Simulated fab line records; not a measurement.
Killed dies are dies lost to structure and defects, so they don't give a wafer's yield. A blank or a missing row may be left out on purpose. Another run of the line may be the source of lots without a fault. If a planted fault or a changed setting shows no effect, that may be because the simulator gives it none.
What tool caused it? ; flow nand harc ; Sampling: 11 lots, 33 wafers, 5 of 1302 route steps

## WHAT EACH GAUGE READ, for each wafer
Not one reading of a measure or inspect step in the record can be checked against a usual standard deviation.

## WHAT TOOL EACH LOT RAN ON (gives the tool, then ch and the chambers of the sampled wafers, and finally the start)
lot;NHARC_A_CHANNEL_HOLE_D1_ETCH_20;NHARC_A_CHANNEL_HOLE_D1_ETCH_23;NHARC_A_CHANNEL_HOLE_D1_ETCH_24;NHARC_A_CHANNEL_HOLE_D1_ETCH_26;NHARC_A_CHANNEL_HOLE_D1_XSEM_31
L474;har etch-02 ch 0,1, day 8 12:31;har etch-02 ch 0,1, day 8 14:02;har etch-02 ch 0,1, day 8 14:45;har etch-02 ch 0,1, day 8 16:07;xsem-02 ch 0, day 8 17:51
L476;har etch-02 ch 0,1, day 9 13:15;har etch-02 ch 0,1, day 9 14:38;har etch-02 ch 0,1, day 9 15:20;har etch-02 ch 0,1, day 9 16:54;xsem-01 ch 0, day 9 19:04
L477;har etch-02 ch 0,1, day 9 19:28;har etch-02 ch 0,1, day 9 20:48;har etch-02 ch 0,1, day 9 21:29;har etch-02 ch 0,1, day 9 23:07;xsem-02 ch 0, day 10 00:58
L482;har etch-02 ch 0,1, day 11 22:37;har etch-02 ch 0,1, day 11 23:55;har etch-02 ch 0,1, day 12 00:37;har etch-02 ch 0,1, day 12 02:16;xsem-01 ch 0, day 12 04:05
L483;har etch-02 ch 0,1, day 12 10:22;har etch-02 ch 0,1, day 12 11:41;har etch-02 ch 0,1, day 12 12:23;har etch-02 ch 0,1, day 12 14:03;xsem-01 ch 0, day 12 15:53
L486;har etch-02 ch 0,1, day 13 03:48;har etch-02 ch 0,1, day 13 05:08;har etch-02 ch 0,1, day 13 05:51;har etch-02 ch 0,1, day 13 07:28;xsem-02 ch 0, day 13 09:18
L485;har etch-01 ch 0,1, day 13 07:26;har etch-01 ch 0,1, day 13 08:50;har etch-01 ch 0,1, day 13 09:32;har etch-01 ch 0,1, day 13 11:05;xsem-01 ch 0, day 13 13:02
L487;har etch-01 ch 0,1, day 14 01:18;har etch-01 ch 0,1, day 14 02:37;har etch-01 ch 0,1, day 14 03:19;har etch-01 ch 0,1, day 14 04:58;xsem-02 ch 0, day 14 06:47
L490;har etch-02 ch 0,1, day 15 12:47;har etch-02 ch 0,1, day 15 14:06;har etch-02 ch 0,1, day 15 14:47;har etch-02 ch 0,1, day 15 16:26;xsem-02 ch 0, day 15 18:16
L492;har etch-02 ch 0,1, day 16 07:23;har etch-02 ch 0,1, day 16 08:42;har etch-02 ch 0,1, day 16 09:24;har etch-02 ch 0,1, day 16 11:03;xsem-01 ch 0, day 16 12:58
L493;har etch-01 ch 0,1, day 16 15:47;har etch-01 ch 0,1, day 16 17:06;har etch-01 ch 0,1, day 16 17:47;har etch-01 ch 0,1, day 16 19:25;xsem-02 ch 0, day 16 21:25
- NHARC_A_CHANNEL_HOLE_D1_ETCH_20: etches the open film in C4F8/O2/Ar, time 361.9 s, target depth 1600 nm.
- NHARC_A_CHANNEL_HOLE_D1_ETCH_23: etches the open film in C4F8/O2/Ar, time 819 s, target depth 1600 nm.
- NHARC_A_CHANNEL_HOLE_D1_ETCH_24: etches the open film in C4F8/O2/Ar, time 906.2 s, target depth 1500 nm.
- NHARC_A_CHANNEL_HOLE_D1_ETCH_26: etches the open film in C4F8/O2/Ar, time 224.1 s, target depth 300 nm.
- NHARC_A_CHANNEL_HOLE_D1_XSEM_31

## AS READ BY THE TOOLS THEMSELVES (means over the sampled wafers that have a number; for cases with no such wafer, the mark the record gives instead)
NHARC_A_CHANNEL_HOLE_D1_ETCH_20. Usual: drypump motor current A 5.4 A, standard deviation 0.43; showerhead plenum p Torr 3.70 Torr, standard deviation 0.049; throttle valve pct 32.155 %, standard deviation 0.0081.
lot;tool;drypump motor current A (A);showerhead plenum p Torr (Torr);throttle valve pct (%);flag
L474;har etch-02;5.4;3.77;32.159;
L476;har etch-02;5.3;3.76;32.168;
L477;har etch-02;5.4;3.76;32.150;
L482;har etch-02;5.4;3.74;32.155;
L483;har etch-02;5.4;3.74;32.153;
L486;har etch-02;5.3;3.73;32.149;
L485;har etch-01;5.1;3.68;32.157;
L487;har etch-01;5.2;3.67;32.157;
L490;har etch-02;5.4;3.72;32.153;
L492;har etch-02;5.4;3.71;32.153;
L493;har etch-01;5.2;3.65;32.151;

NHARC_A_CHANNEL_HOLE_D1_ETCH_23. Usual: drypump motor current A 5.4 A, standard deviation 0.44; showerhead plenum p Torr 3.70 Torr, standard deviation 0.049; throttle valve pct 32.155 %, standard deviation 0.0095.
lot;tool;drypump motor current A (A);showerhead plenum p Torr (Torr);throttle valve pct (%);flag
L474;har etch-02;5.4;3.77;32.157;
L476;har etch-02;5.3;3.76;32.154;
L477;har etch-02;5.4;3.76;32.161;
L482;har etch-02;5.4;3.74;32.156;
L483;har etch-02;5.4;3.74;32.162;
L486;har etch-02;5.3;3.73;32.162;
L485;har etch-01;5.2;3.68;32.156;
L487;har etch-01;5.2;3.67;32.162;
L490;har etch-02;5.4;3.72;32.151;
L492;har etch-02;5.4;3.71;32.159;
L493;har etch-01;5.2;3.65;32.146;

NHARC_A_CHANNEL_HOLE_D1_ETCH_24. Usual: drypump motor current A 5.4 A, standard deviation 0.43; showerhead plenum p Torr 3.70 Torr, standard deviation 0.049; throttle valve pct 32.235 %, standard deviation 0.0099.
lot;tool;drypump motor current A (A);showerhead plenum p Torr (Torr);throttle valve pct (%);flag
L474;har etch-02;5.4;3.76;32.229;
L476;har etch-02;5.3;3.76;32.239;
L477;har etch-02;5.4;3.75;32.239;
L482;har etch-02;5.4;3.74;32.234;
L483;har etch-02;5.4;3.73;32.237;
L486;har etch-02;5.3;3.73;32.230;
L485;har etch-01;5.1;3.67;32.223;
L487;har etch-01;5.2;3.67;32.222;
L490;har etch-02;5.4;3.71;32.236;
L492;har etch-02;5.4;3.71;32.227;
L493;har etch-01;5.2;3.65;32.236;

NHARC_A_CHANNEL_HOLE_D1_ETCH_26. Usual: drypump motor current A 5.4 A, standard deviation 0.44; showerhead plenum p Torr 3.75 Torr, standard deviation 0.052; throttle valve pct 24.586 %, standard deviation 0.0096.
lot;tool;drypump motor current A (A);showerhead plenum p Torr (Torr);throttle valve pct (%);flag
L474;har etch-02;5.4;3.82;24.570;
L476;har etch-02;5.3;3.81;24.579;
L477;har etch-02;5.4;3.81;24.588;
L482;har etch-02;5.4;3.79;24.592;
L483;har etch-02;5.4;3.79;24.581;
L486;har etch-02;5.3;3.78;24.593;
L485;har etch-01;5.2;3.72;24.582;
L487;har etch-01;5.2;3.72;24.591;
L490;har etch-02;5.4;3.76;24.586;
L492;har etch-02;5.4;3.76;24.576;
L493;har etch-01;5.1;3.70;24.584;

NHARC_A_CHANNEL_HOLE_D1_XSEM_31. Usual: bot cd nm 75.4 nm, standard deviation 1.6; bow nm 8.64 nm, standard deviation 0.27; tilt deg 0.07 degrees, standard deviation 0.038.
lot;tool;bot cd nm (nm);bow nm (nm);tilt deg (degrees);flag
L474;xsem-02;76.3;8.35;0.06;
L476;xsem-01;76.2;8.36;0.09;
L477;xsem-02;75.3;8.82;0.15;
L482;xsem-01;76.1;8.55;0.10;
L483;xsem-01;75.6;8.76;0.13;
L486;xsem-02;75.1;8.10;0.11;
L485;xsem-01;75.9;8.88;0.12;
L487;xsem-02;73.4;8.76;0.00;
L490;xsem-02;76.5;14.49;0.04;OFF
L492;xsem-01;74.4;13.67;0.09;OFF
L493;xsem-02;74.1;9.10;0.07;

## THE ANSWER, worked out from the rows above alone
Rule: a lot is off if the mean of its wafers that have a number lies more than 3 standard deviations from the usual mean. Also off: a lot with no number at a reading for which 4 or more lots have one. The other lots that the step has rows for count as sound. The gauges are gone through in route order, then the tools' own readings, and for those a lot's mean is taken as printed above. At the first step where some lot is off, the reading lying furthest off is the one used; lots without a number count as furthest.
Off: L490, L492 (NHARC_A_CHANNEL_HOLE_D1_XSEM_31, bow nm).
If a tool, at that step or one of the process steps before it, ran each lot that is off and ran no sound lot following the first of them, it fits. One fits: NHARC_A_CHANNEL_HOLE_D1_ETCH_20 and NHARC_A_CHANNEL_HOLE_D1_ETCH_23 and NHARC_A_CHANNEL_HOLE_D1_ETCH_24 and NHARC_A_CHANNEL_HOLE_D1_ETCH_26 on har etch-02. At NHARC_A_CHANNEL_HOLE_D1_ETCH_20 its last sound lot is L486 (day 13 03:48), its first lot that is off L490 (day 15 12:47): a fault that began between those two fits.

## WHAT WAS PUT IN BY THE SIMULATOR
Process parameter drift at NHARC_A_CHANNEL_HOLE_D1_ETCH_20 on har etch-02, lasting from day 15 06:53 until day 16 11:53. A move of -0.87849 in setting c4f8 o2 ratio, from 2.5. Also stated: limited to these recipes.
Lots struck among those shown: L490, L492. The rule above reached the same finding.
